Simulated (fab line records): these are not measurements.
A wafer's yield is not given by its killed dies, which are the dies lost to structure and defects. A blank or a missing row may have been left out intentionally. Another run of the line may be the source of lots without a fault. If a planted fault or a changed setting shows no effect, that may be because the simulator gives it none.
Code-filled problem report in 8D (eight disciplines) form	flow n5_finfet	the parts of the form that need people (team, actions taken, sign-off) are left out

1. WHAT WENT WRONG
Wafers with no fault read 400.02 C with a standard deviation of 0.22, whereas susceptor_temp_C at N5_BEOL_M10_PECVD_70 reads a mean of 366.07 C on 1 wafer of 1 lot. So: -99 or more standard deviations from the usual mean.
The step: deposits SiO2 from TEOS/O2, target thk 20 nm, time 22.7 s.
First observed at day 14 04:14: wafer L408.4, on pecvd-04. Wafers with a number at this step in the record: 33, from 11 lots. Rule for "out" (also "out of limits"): further than 4 standard deviations from the usual mean. Any other wafer with a number is counted as sound.

2. WHAT IT IS; WHAT IT IS NOT
question	is	is not
which readings at this step	susceptor_temp_C	heater_power_w, showerhead_plenum_p_Torr
which lots	L408	L390, L391, L392, L393, L394, L395, L398, L399, L400, L411
which wafers of those lots	L408.4	L408.1, L408.6
read on which tools	pecvd-04	pecvd-01, pecvd-03
when	from day 14 04:14	up to then (29 sound wafers); but 3 sound wafers of L411 came after

3. SUSPECTS, AND WHAT RULES EACH OUT
Counting: if a tool at a process step up to the reading ran every lot that is out, it stays a suspect. Sound lots after the first of them don't rule it out here, since some wafers of a struck lot are sound.
- pvd_sputter-01 at N5_BEOL_M9_SURFACE_TREAT_79: kept. It processed L408, the lot that is out, at day 14 00:52, and its most recent sound lot before then was L394 at day 10 23:05.
- pecvd-04 at N5_BEOL_M10_PECVD_70 (deposits SiO2 from TEOS/O2, target thk 20 nm, time 22.7 s): kept. It processed L408, the lot that is out, at day 14 04:14, and its most recent sound lot before then was L400 at day 12 17:43. Its own readings are out on those wafers: susceptor_temp_C.
- At N5_BEOL_M10_PECVD_70, inside pecvd-04: chamber 2 took the wafers that are out, while their sound lot-mates went through chambers 0, 1.
Left after counting: pvd_sputter-01 at N5_BEOL_M9_SURFACE_TREAT_79, pecvd-04 at N5_BEOL_M10_PECVD_70.

4. THE CAUSE (what the simulator had put in)
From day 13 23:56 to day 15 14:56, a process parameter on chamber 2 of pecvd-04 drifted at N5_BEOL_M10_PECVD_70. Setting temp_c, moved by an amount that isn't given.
Of the 2 suspects that counting leaves, this tool is one.

5. SEQUENCE OF EFFECTS, ordered by route
One row per reading whose mean, taken over the struck wafers that have a number, lies over 3 standard deviations from the usual. Scope: only readings with a usual standard deviation given in the record; hours: median across lots of the time from each lot's start at the first step in this table that gives one to its start at this step; sigmas: change in usual standard deviations.
hours	step	reading	usual	on struck wafers	change	sigmas
0	N5_BEOL_M10_PECVD_70	susceptor_temp_C	400.02 C	366.07	-33.95	-99 or more
6	N5_BEOL_M10_CMP_52	barrier_field_endpoint_s	29.0 s	32.7	+3.7	+6.0
The process steps in it:
- N5_BEOL_M10_PECVD_70: deposits SiO2 from TEOS/O2, target thk 20 nm, time 22.7 s.
- N5_BEOL_M10_CMP_52: polishes, stops on SiCOH lowk, t overpolish 7 s, target thk 140 nm.

6. WHAT WOULD HAVE CAUGHT IT SOONER
In this record the first reading out of limits was taken at day 14 04:14, 4 hours after the fault began at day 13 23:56.
